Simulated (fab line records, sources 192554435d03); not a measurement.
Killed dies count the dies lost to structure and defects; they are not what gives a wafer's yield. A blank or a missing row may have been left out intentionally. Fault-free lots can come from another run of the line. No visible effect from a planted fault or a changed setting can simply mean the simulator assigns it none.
fab line records | flow n5-finfet
record: lots: 24 wafers: 72 last-day: 17
route steps=1938 shown MOL_CONTACT_COAG@580 BEOL_M0_SAQP@634
lots with no fault: from the same line, run without faults
start-h: the number of hours between the record's first day and the start of the first shown wafer of the lot | wait-h: how many hours have passed since the lot's step before this one | " as in the row above | L1.1+2: one row covering several wafers at once | - no value, or no start given | * or withheld: withheld | < > ~ a bound
route shown NAME@n: a module of which the file shows steps, and the number in the route of the first | usual: the fault-free wafers' mean and standard deviation | same: alike in all rows | chamber/n: place in a boat | sites: each site's reading | _std_site: the standard deviation of these | _edge_site: outer sites' mean less inner sites' | radius-mm: for every site, how far away it sits from the centre of the wafer | mask NAME#n: copy n | behind: the last tool/chamber to shape the wafer | hold: the reason the lot was held/the length of the hold in hours/how it ended | device: whichever transistor did not switch (one of n, p or np) | end of line: tests of these same wafers at the route's end | a step without rows: its recipe alone | killed: count of dies lost to structure and defects at first sort (not the wafer's yield) | map: a wafer's dies, x killed, . not, _ none there
set.NAME: the setting that was run; set.NAME@STEP: the one run at that earlier step | model.NAME: the simulator's own value behind a step, which no gauge read
a sample of lots followed through the steps of the route, with each step as a table and each wafer as a row
services: when a tool's chamber went out of use (start-h, in hours from the record's first day, below 0 if earlier), for how many hours, and the reason
== steps ==
step: N5_MOL_CONTACT_COAG_ETCHBACK_132
recipe: chemistry: CHF3 target: SiO2 target-depth-a: 100 time-s: 6.7 ion-energy-ev: 200 pressure-mtorr: 30 source-w: 610 bias-w: 170 Ar_flow_sccm: 200 CHF3_flow_sccm: 50
usual: drypump-motor-current-A: 5.7/0.5 mfc-ar-sccm: 200.0/0.56 oes-product-au: 0.77/0.093 rf-fwd-power-W: 601.8/2.9 rf-vpp-V: 521/3.6 showerhead-plenum-p-Torr: 2.40/0.073 throttle-valve-pct: 18.75/0.18
columns lot.wafer tool chamber start-h wait-h drypump-motor-current-A mfc-ar-sccm oes-product-au rf-fwd-power-W rf-hours-counter-h rf-vpp-V showerhead-plenum-p-Torr throttle-valve-pct
L074.1 rie-diel-06 1 100.83 0.1 5.4 200.0 0.71 603.3 202 515 2.36 18.75
L074.2 " 0 " " 5.5 200.8 0.78 596.5 114 524 2.48 18.77
L074.3 " 2 " " 5.4 200.7 0.71 602.2 233 518 2.36 18.97
L075.1 rie-diel-04 2 105.17 0.3 6.5 200.1 0.70 605.8 239 516 2.26 19.01
L075.2 " 1 " " 5.6 200.5 0.72 603.5 186 523 2.36 18.63
L075.4 " 0 " " 5.6 199.0 0.72 598.7 212 521 2.37 19.14
L076.1 rie-diel-01 0 114.57 0.1 5.3 200.4 0.68 599.6 244 522 2.44 19.22
L076.2 " 2 " " 5.5 200.1 0.75 602.4 149 524 2.39 18.61
L076.4 " 2 " " 5.5 199.4 0.75 603.5 - 525 2.39 18.61
L077.1 rie-diel-01 2 118.35 0.1 5.5 200.3 0.75 600.2 151 523 2.39 18.60
L077.5 " 3 " " 5.8 200.5 0.96 604.7 - 518 2.43 18.52
L077.6 " 2 " " 5.5 200.6 0.75 601.7 - 525 2.39 18.62
L078.1 rie-diel-06 1 124.95 0.1 5.3 199.4 0.70 605.9 210 514 2.36 18.76
L078.2 " 0 " " 5.5 200.5 0.77 595.4 121 526 2.48 18.81
L078.3 " 2 " " 5.4 200.1 0.70 602.2 242 516 2.35 18.96
L079.1 rie-diel-01 3 137.18 0.1 5.8 200.0 0.93 600.8 17 518 2.42 18.54
L079.2 " 2 " " 5.5 200.8 0.74 604.4 159 524 2.39 18.62
L079.3 " 1 " " 4.9 200.2 0.96 600.6 6 514 2.34 18.36
L080.2 rie-diel-04 0 137.41 0.1 5.6 200.8 0.70 604.8 225 519 2.36 19.15
L080.5 " 1 " " 5.6 199.6 0.70 605.1 - 522 2.36 18.66
L080.6 " 3 " " 5.7 201.4 0.75 610.3 - 522 2.28 18.47
L081.1 rie-diel-06 2 142.85 0.1 5.4 199.4 0.70 599.2 248 517 2.35 18.98
L081.2 " 0 " " 5.5 198.9 0.77 597.5 127 526 2.48 18.80
L081.6 " 3 " " 6.8 200.0 0.76 596.6 - 522 2.47 18.79
L082.2 rie-diel-06 1 150.91 0.1 5.3 199.7 0.69 601.6 218 515 2.35 18.79
L082.5 " 1 " " 5.3 200.1 0.70 601.4 - 514 2.35 18.77
L082.6 " 3 " " 6.8 200.3 0.75 599.9 - 521 2.47 18.77
L083.1 rie-diel-06 1 156.95 0.1 5.3 200.0 0.69 601.0 222 514 2.35 18.78
L083.3 " 0 " " 5.5 200.4 0.76 598.8 133 526 2.47 18.81
L083.5 " 3 " " 6.8 199.2 0.75 600.5 - 521 2.47 18.79
L084.1 rie-diel-06 0 162.05 0.1 5.5 200.8 0.76 598.6 135 525 2.47 18.81
L084.3 " 3 " " 6.8 198.8 0.75 603.1 166 520 2.47 18.80
L084.6 " 3 " " 6.8 199.4 0.75 600.2 - 521 2.47 18.80
L085.3 rie-diel-01 2 175.48 0.1 5.5 199.6 0.72 603.4 175 525 2.38 18.64
L085.4 " 0 " " 5.4 199.5 0.96 600.4 9 521 2.44 18.85
L085.5 " 2 " " 5.5 200.3 0.72 601.1 - 523 2.38 18.63
L086.2 rie-diel-04 1 175.59 0.1 5.6 200.1 0.70 602.3 213 522 2.35 18.67
L086.5 " 0 " " 5.6 200.2 0.70 600.7 - 520 2.36 19.16
L086.6 " 1 " " 5.6 199.8 0.70 601.0 - 523 2.35 18.68
L087.3 rie-diel-06 3 177.02 0.2 6.8 200.6 0.74 599.5 171 521 2.46 18.78
L087.5 " 3 " " 6.7 199.8 0.74 602.3 - 521 2.46 18.81
L087.6 " 0 " " 5.5 200.1 0.75 598.9 - 523 2.47 18.84
L088.1 rie-diel-04 1 185.01 0.1 5.6 199.6 0.69 599.6 216 522 2.35 18.69
L088.3 " 2 " " 6.6 200.4 0.96 606.0 10 523 2.54 18.65
L088.4 " 3 " " 5.7 200.0 0.73 607.5 190 524 2.27 18.50
L089.1 rie-diel-06 1 192.26 0.1 5.3 200.2 0.68 601.5 235 514 2.35 18.81
L089.3 " 0 " " 5.5 200.1 0.75 600.6 145 525 2.47 18.83
L089.6 " 2 " " 5.4 200.6 0.94 600.1 - 517 2.35 18.57
L091.1 rie-diel-06 1 199.36 0.1 5.4 200.8 0.68 602.7 238 513 2.35 18.82
L091.5 " 0 " " 5.5 199.4 0.76 595.6 - 525 2.47 18.83
L091.6 " 3 " " 6.8 199.7 0.73 600.9 - 521 2.46 18.80
L090.1 rie-diel-04 1 204.28 0.3 5.6 199.1 0.69 603.5 220 522 2.35 18.69
L090.3 " 2 " " 6.5 199.7 0.93 606.1 18 524 2.53 18.66
L090.5 " 2 " " 6.5 199.9 0.93 604.7 - 524 2.53 18.65
L092.1 rie-diel-04 1 211.48 0.4 5.6 200.6 0.69 603.6 223 520 2.35 18.70
L092.2 " 3 " " 5.6 200.1 0.74 604.7 200 523 2.26 18.51
L092.3 " 2 " " 6.5 201.0 0.92 603.8 21 524 2.53 18.66
L093.1 rie-diel-04 3 211.98 0.1 5.6 200.5 0.73 606.3 200 523 2.26 18.52
L093.2 " 2 " " 6.5 200.1 0.92 601.6 21 523 2.53 18.65
L093.4 " 1 " " 5.6 199.4 0.69 601.6 - 522 2.35 18.69
L094.2 rie-diel-06 3 215.46 0.2 6.8 199.6 0.73 603.4 184 519 2.46 18.82
L094.4 " 2 " " 5.4 200.2 0.92 603.5 18 518 2.34 18.58
L094.6 " 0 " " 5.5 200.7 0.74 596.1 - 524 2.47 18.85
L095.1 rie-diel-06 3 223.58 0.1 6.8 200.2 0.73 602.1 187 521 2.46 18.83
L095.4 " 0 " " 5.5 199.5 0.74 598.7 156 525 2.47 18.86
L095.6 " 0 " " 5.5 199.9 0.75 595.8 - 526 2.47 18.85
L096.2 rie-diel-04 2 233.39 0.1 6.5 200.4 0.89 602.1 32 524 2.53 18.68
L096.4 " 3 " " 5.6 200.7 0.73 606.3 212 525 2.26 18.55
L096.6 " 1 " " 5.6 199.4 0.68 603.6 - 521 2.34 18.67
L097.3 rie-diel-04 0 237.08 0.1 5.6 200.5 0.94 601.5 7 519 2.35 18.80
L097.4 " 2 " " 6.5 200.6 0.90 603.3 33 524 2.53 18.68
L097.5 " 0 " " 5.6 199.6 0.94 603.6 - 520 2.35 18.80
step: N5_MOL_CONTACT_COAG_CMP_52
recipe: stop-on: SiO2 t-overpolish-s: 1.5 post-cmp-clean: w-dilute-nh4oh down-force-psi: 4 platen-rpm: 50.289 pad-velocity-m-s: 1.0006 target-thk-nm: 66.5
usual: motor-current-A: 12.1/1.3 overpolish-run-s: 1.500/0.01 platen-rpm: 50.29/0.032 time-to-endpoint-s: 14.4/2.2
columns lot.wafer tool chamber start-h wait-h motor-current-A overpolish-run-s platen-rpm time-to-endpoint-s
L074.1 cmp-01 0 103.05 0.0 14.1 1.498 50.33 14.2
L074.3 " 1 " " 10.1 1.514 50.25 14.3
L074.2 " 3 " " 9.9 1.494 50.30 15.4
L075.1 cmp-02 3 107.40 0.0 13.0 1.505 50.28 18.5
L075.4 " 0 " " 11.4 1.506 50.30 13.7
L075.2 " 1 " " 13.4 1.480 50.26 15.4
L076.1 cmp-03 2 117.25 0.0 13.0 1.492 50.38 16.6
L076.2 " 3 " " 12.6 1.504 50.30 15.6
L076.4 " 0 " " 10.7 1.500 50.32 16.7
L077.1 cmp-01 1 121.03 0.0 9.9 1.508 50.30 17.5
L077.6 " 1 " " 9.8 1.521 50.31 18.4
L077.5 " 2 " " 12.5 1.499 50.27 13.2
L078.3 cmp-03 0 127.16 0.0 10.3 1.510 50.34 17.1
L078.2 " 2 " " 12.9 1.491 50.27 16.9
L078.1 " 3 " " 12.5 1.495 50.32 15.3
L079.2 cmp-02 1 139.58 0.0 13.8 1.515 50.30 16.5
L079.3 " 2 " " 11.1 1.501 50.26 17.0
L079.1 " 3 " " 13.1 1.497 50.34 14.8
L080.2 cmp-02 3 139.92 0.1 13.4 1.499 50.31 14.2
L080.6 " 0 " " 11.4 1.490 50.30 16.3
L080.5 " 1 " " 13.8 1.514 50.26 17.5
L081.2 cmp-03 1 145.41 0.0 10.7 1.496 50.32 14.2
L081.1 " 2 " " 13.1 1.487 50.27 15.2
L081.6 " 1 " " 11.0 1.490 50.29 12.7
L082.2 cmp-02 3 154.10 0.1 13.1 1.498 50.20 20.3
L082.5 " 3 " " 13.1 1.519 50.23 15.8
L082.6 " 0 " " 11.9 1.495 50.30 19.3
L083.3 cmp-02 2 159.19 0.0 11.3 1.495 50.31 15.2
L083.1 " 1 " " 13.8 1.485 50.23 14.9
L083.5 " 3 " " 12.6 1.502 50.23 14.4
L084.3 cmp-01 0 164.67 0.1 14.3 1.491 50.31 16.6
L084.1 " 1 " " 9.9 1.510 50.25 18.5
L084.6 " 3 " " 10.1 1.488 50.30 15.5
L085.4 cmp-02 2 177.91 0.0 11.4 1.520 50.26 12.1
L085.3 " 3 " " 13.2 1.499 50.29 12.2
L085.5 " 3 " " 12.7 1.514 50.24 13.2
L086.2 cmp-01 1 178.08 0.0 10.2 1.495 50.29 14.1
L086.5 " 1 " " 9.7 1.482 50.26 14.8
L086.6 " 2 " " 13.4 1.481 50.26 13.1
L087.3 cmp-01 3 179.40 0.1 10.4 1.496 50.35 13.1
L087.5 " 2 " " 13.4 1.502 50.32 17.0
L087.6 " 3 " " 10.5 1.495 50.35 13.2
L088.3 cmp-01 0 187.21 0.0 13.9 1.496 50.27 14.4
L088.4 " 1 " " 10.0 1.511 50.29 13.0
L088.1 " 3 " " 10.9 1.476 50.27 10.7
L089.1 cmp-02 3 195.04 0.0 13.4 1.483 50.31 15.8
L089.3 " 1 " " 13.7 1.498 50.29 14.1
L089.6 " 3 " " 12.6 1.488 50.31 14.4
L091.1 cmp-02 1 202.06 0.1 13.4 1.499 50.29 12.9
L091.5 " 2 " " 10.6 1.484 50.31 13.1
L091.6 " 3 " " 13.0 1.507 50.30 15.3
L090.1 cmp-03 1 206.57 0.1 11.0 1.503 50.29 11.3
L090.3 " 2 " " 13.5 1.486 50.24 14.9
L090.5 " 0 " " 11.2 1.493 50.27 13.4
L092.3 cmp-02 3 214.12 0.0 12.8 1.510 50.32 11.4
L092.2 " 0 " " 11.6 1.497 50.23 14.0
L092.1 " 1 " " 13.3 1.508 50.29 14.2
L093.4 cmp-02 2 214.62 0.3 10.7 1.491 50.29 9.2
L093.1 " 3 " " 12.7 1.483 50.29 13.0
L093.2 " 0 " " 11.8 1.509 50.28 11.2
L094.4 cmp-03 0 217.87 0.1 10.9 1.514 50.33 13.0
L094.2 " 1 " " 10.4 1.496 50.30 12.5
L094.6 " 3 " " 12.2 1.486 50.31 15.7
L095.4 cmp-02 0 225.80 0.0 11.3 1.488 50.29 11.1
L095.1 " 1 " " 13.4 1.512 50.30 12.7
L095.6 " 1 " " 12.8 1.498 50.29 11.6
L096.2 cmp-01 1 236.02 0.1 10.0 1.495 50.29 9.7
L096.4 " 2 " " 13.7 1.494 50.39 10.5
L096.6 " 3 " " 10.1 1.494 50.32 9.6
L097.3 cmp-02 2 239.42 0.0 11.3 1.479 50.29 12.8
L097.4 " 0 " " 11.2 1.492 50.29 13.9
L097.5 " 2 " " 10.8 1.504 50.30 12.7
step: N5_BEOL_M0_SAQP_HM_DEP_02
recipe: material: TiN target-thk-a: 120 temp-c: 25 chamber-pressure-pa: 0.49996
usual: throttle-valve-pct: 29.9/1.1
columns lot.wafer tool chamber start-h wait-h throttle-valve-pct
L074.1 pvd-sputter-03 - 110.17 1.3 31.3
L074.2 " - " " 28.5
L074.3 " - " " 29.7
L075.1 pvd-sputter-01 - 113.71 1.8 31.1
L075.2 " - " " 30.2
L075.4 " - " " 30.1
L076.1 pvd-sputter-03 - 121.05 0.1 28.6
L076.2 " - " " 29.9
L076.4 " - " " 28.4
L077.1 pvd-sputter-02 - 125.70 0.9 31.8
L077.5 " - " " 29.1
L077.6 " - " " 31.8
L078.1 pvd-sputter-03 - 131.73 0.8 28.7
L078.2 " - " " 28.3
L078.3 " - " " 31.0
L079.1 pvd-sputter-02 - 143.88 0.6 28.9
L079.2 " - " " 31.7
L079.3 " - " " 30.5
L080.2 pvd-sputter-02 - 146.78 0.5 30.6
L080.5 " - " " 28.8
L080.6 " - " " 29.2
L081.1 pvd-sputter-01 - 152.07 2.8 29.7
L081.2 " - " " 29.8
L081.6 " - " " 29.6
L082.2 pvd-sputter-03 - 160.48 2.7 31.3
L082.5 " - " " 31.5
L082.6 " - " " 28.3
L083.1 pvd-sputter-03 - 163.98 1.1 31.3
L083.3 " - " " 28.1
L083.5 " - " " 29.6
L084.1 pvd-sputter-02 - 168.53 0.2 31.6
L084.3 " - " " 29.0
L084.6 " - " " 28.5
L085.3 pvd-sputter-02 - 182.77 1.1 28.8
L085.4 " - " " 31.6
L085.5 " - " " 28.7
L087.3 pvd-sputter-02 - 185.92 1.3 31.5
L087.5 " - " " 30.4
L087.6 " - " " 31.6
L086.2 pvd-sputter-02 - 186.02 1.4 30.2
L086.5 " - " " 32.0
L086.6 " - " " 29.0
L088.1 pvd-sputter-01 - 191.49 0.6 31.1
L088.3 " - " " 29.7
L088.4 " - " " 29.5
L089.1 pvd-sputter-01 - 200.16 1.4 30.6
L089.3 " - " " 31.0
L089.6 " - " " 29.7
L091.1 pvd-sputter-02 - 206.97 1.3 28.8
L091.5 " - " " 28.7
L091.6 " - " " 28.9
L090.1 pvd-sputter-03 - 212.08 1.8 28.6
L090.3 " - " " 31.2
L090.5 " - " " 29.8
L092.1 pvd-sputter-01 - 218.74 0.9 30.5
L092.2 " - " " 29.5
L092.3 " - " " 31.1
L093.1 pvd-sputter-02 - 222.37 1.5 31.7
L093.2 " - " " 30.2
L093.4 " - " " 28.9
L094.2 pvd-sputter-01 - 225.92 2.1 30.2
L094.4 " - " " 30.9
L094.6 " - " " 30.0
L095.1 pvd-sputter-02 - 229.69 0.2 28.6
L095.4 " - " " 30.3
L095.6 " - " " 28.9
L096.2 pvd-sputter-02 - 240.44 0.8 28.7
L096.4 " - " " 30.5
L096.6 " - " " 28.7
L097.3 pvd-sputter-02 - 243.64 0.5 29.0
L097.4 " - " " 31.4
L097.5 " - " " 28.9
step: N5_BEOL_M0_SAQP_PECVD_03
recipe: material: SiCN target-thk-a: 120 temp-c: withheld precursor: 3MS/NH3 pressure-torr: 3 rf-w: 202 time-s: 21.1
usual: rf-fwd-power-W: 199.1/0.83 showerhead-plenum-p-Torr: 3.671/0.0089 throttle-valve-pct: 8.8/0.46
columns lot.wafer tool chamber start-h wait-h rf-fwd-power-W showerhead-plenum-p-Torr throttle-valve-pct
L074.1 pecvd-03 2 110.29 0.1 199.5 3.676 9.0
L074.2 " 0 " " 199.0 3.668 8.3
L074.3 " 1 " " 198.5 3.662 9.3
L075.1 pecvd-03 1 113.83 0.1 198.0 3.651 9.2
L075.2 " 0 " " 197.8 3.662 7.8
L075.4 " 1 " " 198.1 3.663 9.1
L076.1 pecvd-04 1 121.17 0.1 199.8 3.669 9.4
L076.2 " 2 " " 198.8 3.667 8.2
L076.4 " 0 " " 199.7 3.682 8.6
L077.1 pecvd-04 0 125.82 0.1 199.5 3.673 8.8
L077.5 " 1 " " 199.7 3.662 9.3
L077.6 " 2 " " 199.5 3.662 8.2
L078.1 pecvd-01 2 131.85 0.1 197.9 3.679 8.6
L078.2 " 1 " " 197.9 3.688 9.3
L078.3 " 0 " " 200.2 3.672 8.8
L079.1 pecvd-03 0 144.00 0.1 199.5 3.666 7.8
L079.2 " 1 " " 198.2 3.659 9.1
L079.3 " 2 " " 199.2 3.681 9.0
L080.2 pecvd-01 0 146.90 0.1 200.7 3.663 8.9
L080.5 " 2 " " 199.5 3.681 8.6
L080.6 " 0 " " 199.9 3.673 8.7
L081.1 pecvd-03 1 152.20 0.1 197.3 3.664 9.3
L081.2 " 0 " " 199.1 3.668 8.0
L081.6 " 0 " " 199.0 3.648 8.1
L082.2 pecvd-04 0 160.61 0.1 198.5 3.675 8.7
L082.5 " 1 " " 200.1 3.666 9.5
L082.6 " 2 " " 199.2 3.663 8.2
L083.1 pecvd-01 0 164.10 0.1 199.3 3.690 8.8
L083.3 " 2 " " 199.0 3.674 8.7
L083.5 " 0 " " 199.8 3.673 8.8
L084.1 pecvd-03 2 168.65 0.1 199.2 3.669 9.0
L084.3 " 2 " " 199.4 3.672 9.1
L084.6 " 0 " " 199.2 3.661 7.8
L085.3 pecvd-03 2 182.89 0.1 199.3 3.663 9.0
L085.4 " 2 " " 199.7 3.673 9.2
L085.5 " 1 " " 198.6 3.666 9.3
L087.3 pecvd-04 0 186.04 0.1 199.7 3.685 8.7
L087.5 " 2 " " 198.5 3.671 8.3
L087.6 " 1 " " 198.8 3.686 9.8
L086.2 pecvd-03 2 186.14 0.1 199.5 3.672 9.0
L086.5 " 2 " " 198.7 3.675 8.7
L086.6 " 0 " " 199.4 3.661 8.4
L088.1 pecvd-01 1 191.61 0.1 198.7 3.682 9.0
L088.3 " 2 " " 200.0 3.675 8.8
L088.4 " 1 " " 197.0 3.684 8.9
L089.1 pecvd-04 1 200.30 0.1 200.0 3.672 9.5
L089.3 " 1 " " 200.6 3.665 9.2
L089.6 " 1 " " 200.5 3.676 9.5
L091.1 pecvd-03 0 207.09 0.1 199.6 3.666 8.3
L091.5 " 2 " " 198.3 3.680 9.0
L091.6 " 0 " " 199.6 3.662 8.0
L090.1 pecvd-04 1 212.20 0.1 200.0 3.671 9.3
L090.3 " 1 " " 200.4 3.662 9.4
L090.5 " 2 " " 199.2 3.665 8.6
L092.1 pecvd-01 2 218.87 0.1 199.5 3.691 8.5
L092.2 " 0 " " 199.4 3.667 8.7
L092.3 " 1 " " 198.0 3.679 8.8
L093.1 pecvd-01 1 222.49 0.1 198.0 3.673 9.1
L093.2 " 0 " " 199.3 3.688 8.9
L093.4 " 1 " " 198.2 3.670 9.1
L094.2 pecvd-03 0 226.05 0.1 199.2 3.663 7.9
L094.4 " 1 " " 197.2 3.670 9.3
L094.6 " 0 " " 199.8 3.653 8.2
L095.1 pecvd-04 0 229.81 0.1 199.1 3.685 8.7
L095.4 " 2 " " 198.9 3.667 8.7
L095.6 " 0 " " 199.4 3.670 8.6
L096.2 pecvd-03 2 240.56 0.1 198.9 3.675 9.2
L096.4 " 2 " " 198.8 3.667 9.2
L096.6 " 1 " " 198.2 3.676 9.1
L097.3 pecvd-01 0 243.76 0.1 199.8 3.673 8.8
L097.4 " 1 " " 199.0 3.683 9.2
L097.5 " 0 " " 199.6 3.679 8.9
step: N5_BEOL_M0_SAQP_PECVD_04
recipe: material: a-Si target-thk-a: 600 temp-c: 350 precursor: SiH4/He pressure-torr: 3 rf-w: 100 time-s: 60.2
usual: heater-power-w: 659/94 rf-fwd-power-W: 99.3/0.34 showerhead-plenum-p-Torr: 5.692/0.03 throttle-valve-pct: 17.7/0.85
columns lot.wafer tool chamber start-h wait-h heater-power-w rf-fwd-power-W showerhead-plenum-p-Torr throttle-valve-pct
L074.1 pecvd-03 2 110.41 0.0 671 99.5 5.714 18.0
L074.2 " 0 " " 713 99.3 5.651 15.9
L074.3 " 1 " " 816 98.9 5.655 18.4
L075.1 pecvd-03 1 113.94 0.0 844 99.1 5.680 18.4
L075.2 " 0 " " 585 99.6 5.652 16.1
L075.4 " 1 " " 815 99.1 5.678 18.7
L076.1 pecvd-04 1 121.29 0.0 801 100.2 5.682 18.7
L076.2 " 2 " " 540 99.4 5.660 17.0
L076.4 " 0 " " 586 99.5 5.727 17.6
L077.1 pecvd-04 0 125.93 0.0 598 98.9 5.715 17.3
L077.5 " 1 " " 823 99.1 5.698 18.8
L077.6 " 2 " " 483 99.1 5.645 16.5
L078.1 pecvd-01 2 131.97 0.0 694 99.9 5.709 17.2
L078.2 " 1 " " 567 99.0 5.712 18.4
L078.3 " 0 " " 603 99.4 5.706 17.9
L079.1 pecvd-03 0 144.11 0.0 618 98.9 5.649 16.3
L079.2 " 1 " " 709 99.1 5.658 18.5
L079.3 " 2 " " 684 99.0 5.714 18.0
L080.2 pecvd-01 0 147.01 0.0 580 99.3 5.698 17.7
L080.5 " 2 " " 656 99.5 5.713 17.9
L080.6 " 0 " " 580 99.4 5.701 17.9
L081.1 pecvd-03 1 152.32 0.0 817 99.0 5.657 18.3
L081.2 " 0 " " 740 99.9 5.652 16.2
L081.6 " 0 " " 592 99.6 5.648 16.1
L082.2 pecvd-04 0 160.72 0.0 532 99.5 5.738 17.5
L082.5 " 1 " " 755 99.7 5.699 19.1
L082.6 " 2 " " 539 99.7 5.674 16.9
L083.1 pecvd-01 0 164.21 0.0 587 99.9 5.694 17.6
L083.3 " 2 " " 621 99.0 5.716 17.7
L083.5 " 0 " " 604 99.6 5.698 17.8
L084.1 pecvd-03 2 168.83 0.0 662 99.5 5.707 18.0
L084.3 " 2 " " 640 99.2 5.714 18.3
L084.6 " 0 " " 692 99.3 5.651 16.0
L085.3 pecvd-03 2 183.01 0.0 713 99.5 5.709 18.3
L085.4 " 2 " " 719 99.7 5.704 18.0
L085.5 " 1 " " 802 99.3 5.675 18.3
L087.3 pecvd-04 0 186.16 0.0 580 99.4 5.746 17.3
L087.5 " 2 " " 537 99.1 5.653 16.8
L087.6 " 1 " " 807 100.0 5.678 19.0
L086.2 pecvd-03 2 186.26 0.0 703 99.2 5.708 18.1
L086.5 " 2 " " 719 99.2 5.710 18.2
L086.6 " 0 " " 649 99.1 5.650 16.2
L088.1 pecvd-01 1 191.73 0.0 631 99.2 5.734 18.1
L088.3 " 2 " " 632 99.5 5.731 17.4
L088.4 " 1 " " 637 98.9 5.725 18.4
L089.1 pecvd-04 1 200.47 0.0 780 99.3 5.691 18.6
L089.3 " 1 " " 822 99.7 5.687 19.2
L089.6 " 1 " " 802 99.8 5.694 18.8
L091.1 pecvd-03 0 207.20 0.0 727 99.1 5.661 16.2
L091.5 " 2 " " 724 99.1 5.715 18.3
L091.6 " 0 " " 717 99.2 5.646 16.2
L090.1 pecvd-04 1 212.37 0.0 764 99.4 5.689 18.8
L090.3 " 1 " " 780 99.3 5.687 18.8
L090.5 " 2 " " 550 99.5 5.653 17.0
L092.1 pecvd-01 2 218.98 0.0 619 100.0 5.728 17.7
L092.2 " 0 " " 561 99.3 5.709 17.7
L092.3 " 1 " " 570 99.2 5.727 18.5
L093.1 pecvd-01 1 222.60 0.0 586 99.5 5.716 18.3
L093.2 " 0 " " 547 99.5 5.700 17.6
L093.4 " 1 " " 598 99.5 5.722 18.4
L094.2 pecvd-03 0 226.16 0.0 617 99.5 5.640 16.3
L094.4 " 1 " " 824 98.7 5.662 18.6
L094.6 " 0 " " 609 99.6 5.655 16.3
L095.1 pecvd-04 0 229.93 0.0 587 98.8 5.729 17.4
L095.4 " 2 " " 518 99.3 5.655 17.1
L095.6 " 0 " " 592 99.2 5.730 17.3
L096.2 pecvd-03 2 240.67 0.0 731 99.3 5.703 18.2
L096.4 " 2 " " 713 99.0 5.700 18.4
L096.6 " 1 " " 735 98.9 5.666 18.5
L097.3 pecvd-01 0 243.87 0.0 552 99.3 5.704 17.7
L097.4 " 1 " " 623 98.5 5.724 18.1
L097.5 " 0 " " 555 99.8 5.715 17.8
step: N5_BEOL_M0_SAQP_RECESS_114
recipe: chemistry: HF/NH3 target: SiO2 target-depth-a: 144 afs-cycles: 3 temp-c: 30 sublimation-temp-c: 180 sublimation-time-s: 60
usual: drypump-motor-current-A: 5.8/0.37 temp-c: 30.04/0.11
same: afs-cycles: 3
columns lot.wafer tool chamber start-h wait-h drypump-motor-current-A temp-c
L074.1 vapor-etch-01 0 111.46 0.0 6.3 30.04
L074.2 " 1 " " 5.7 30.10
L074.3 " 1 " " 5.7 30.16
L075.1 vapor-etch-01 0 115.03 0.0 6.3 30.04
L075.2 " 1 " " 5.7 30.07
L075.4 " 1 " " 5.7 30.12
L076.1 vapor-etch-02 0 122.47 0.0 5.6 30.02
L076.2 " 1 " " 5.4 30.01
L076.4 " 1 " " 5.4 29.90
L077.1 vapor-etch-01 1 127.13 0.0 5.7 30.06
L077.5 " 0 " " 6.3 29.94
L077.6 " 1 " " 5.7 29.98
L078.1 vapor-etch-01 1 133.03 0.0 5.7 29.85
L078.2 " 0 " " 6.4 30.19
L078.3 " 1 " " 5.7 29.68
L079.1 vapor-etch-01 1 145.17 0.0 5.6 30.20
L079.2 " 0 " " 6.4 30.11
L079.3 " 1 " " 5.7 30.04
L080.2 vapor-etch-01 1 148.10 0.0 5.6 30.15
L080.5 " 0 " " 6.4 29.87
L080.6 " 1 " " 5.7 29.99
L081.1 vapor-etch-01 1 153.67 0.0 5.6 30.17
L081.2 " 0 " " 6.4 30.01
L081.6 " 1 " " 5.7 29.98
L082.2 vapor-etch-01 1 161.93 0.0 5.7 29.90
L082.5 " 1 " " 5.7 30.04
L082.6 " 0 " " 6.4 30.11
L083.1 vapor-etch-02 1 165.60 0.0 5.4 30.00
L083.3 " 1 " " 5.4 30.00
L083.5 " 1 " " 5.4 29.98
L084.1 vapor-etch-01 0 170.05 0.0 6.4 29.96
L084.3 " 1 " " 5.6 30.04
L084.6 " 0 " " 6.4 30.09
L085.3 vapor-etch-02 0 184.24 0.1 5.6 30.00
L085.4 " 1 " " 5.4 30.08
L085.5 " 1 " " 5.4 30.02
L087.3 vapor-etch-02 1 187.45 0.1 5.5 29.78
L087.5 " 1 " " 5.4 29.91
L087.6 " 0 " " 5.6 29.82
L086.2 vapor-etch-02 1 187.69 0.2 5.4 29.97
L086.5 " 1 " " 5.4 30.14
L086.6 " 0 " " 5.6 30.18
L088.1 vapor-etch-01 0 192.97 0.0 6.4 30.00
L088.3 " 1 " " 5.6 30.06
L088.4 " 0 " " 6.4 30.18
L089.1 vapor-etch-02 0 201.67 0.0 5.6 29.95
L089.3 " 1 " " 5.4 30.19
L089.6 " 1 " " 5.4 30.00
L091.1 vapor-etch-02 1 208.53 0.0 5.4 29.97
L091.5 " 0 " " 5.5 30.04
L091.6 " 1 " " 5.4 29.92
L090.1 vapor-etch-02 0 213.57 0.0 5.6 30.18
L090.3 " 1 " " 5.4 30.02
L090.5 " 1 " " 5.4 30.20
L092.1 vapor-etch-01 0 220.30 0.0 6.4 29.93
L092.2 " 1 " " 5.7 30.09
L092.3 " 1 " " 5.7 29.97
L093.1 vapor-etch-01 1 223.80 0.0 5.7 30.00
L093.2 " 0 " " 6.4 29.99
L093.4 " 1 " " 5.7 29.93
L094.2 vapor-etch-01 1 227.42 0.0 5.7 30.08
L094.4 " 0 " " 6.4 29.97
L094.6 " 0 " " 6.4 30.04
L095.1 vapor-etch-01 0 231.02 0.0 6.3 30.04
L095.4 " 0 " " 6.4 30.00
L095.6 " 0 " " 6.4 30.08
L096.2 vapor-etch-01 0 241.97 0.0 6.4 30.20
L096.4 " 0 " " 6.4 30.16
L096.6 " 1 " " 5.6 29.96
L097.3 vapor-etch-02 1 245.11 0.1 5.4 30.15
L097.4 " 0 " " 5.6 30.05
L097.5 " 1 " " 5.4 30.17
== services ==
columns tool chamber start-h hours kind
cmp-03 - 78.90 0.4 repair
cmp-03 - 80.51 8.9 pm
rie-diel-06 3 95.74 5.3 repair
rie-diel-06 1 102.17 2.4 repair
pvd-sputter-03 - 104.99 1.3 repair
pvd-sputter-03 - 111.29 1.9 repair
cmp-01 - 113.35 4.6 pm
cmp-02 - 113.67 4.0 pm
rie-diel-06 0 118.56 6.0 repair
cmp-02 - 118.87 0.6 repair
cmp-01 - 128.92 2.1 repair
pecvd-03 0 146.35 2.8 repair
pecvd-03 - 149.62 1.8 repair
cmp-01 - 153.57 2.0 repair
pecvd-04 - 158.95 1.4 repair
vapor-etch-01 1 182.84 4.5 repair
cmp-02 - 195.41 0.5 repair
pecvd-04 2 196.29 4.3 repair
vapor-etch-01 - 198.82 4.3 pm
cmp-01 - 213.82 4.0 pm
vapor-etch-02 1 214.67 0.9 repair
rie-diel-04 1 217.32 5.2 repair
pecvd-01 2 232.62 4.2 repair
rie-diel-06 1 242.35 55.8 repair
== key ==
fault none
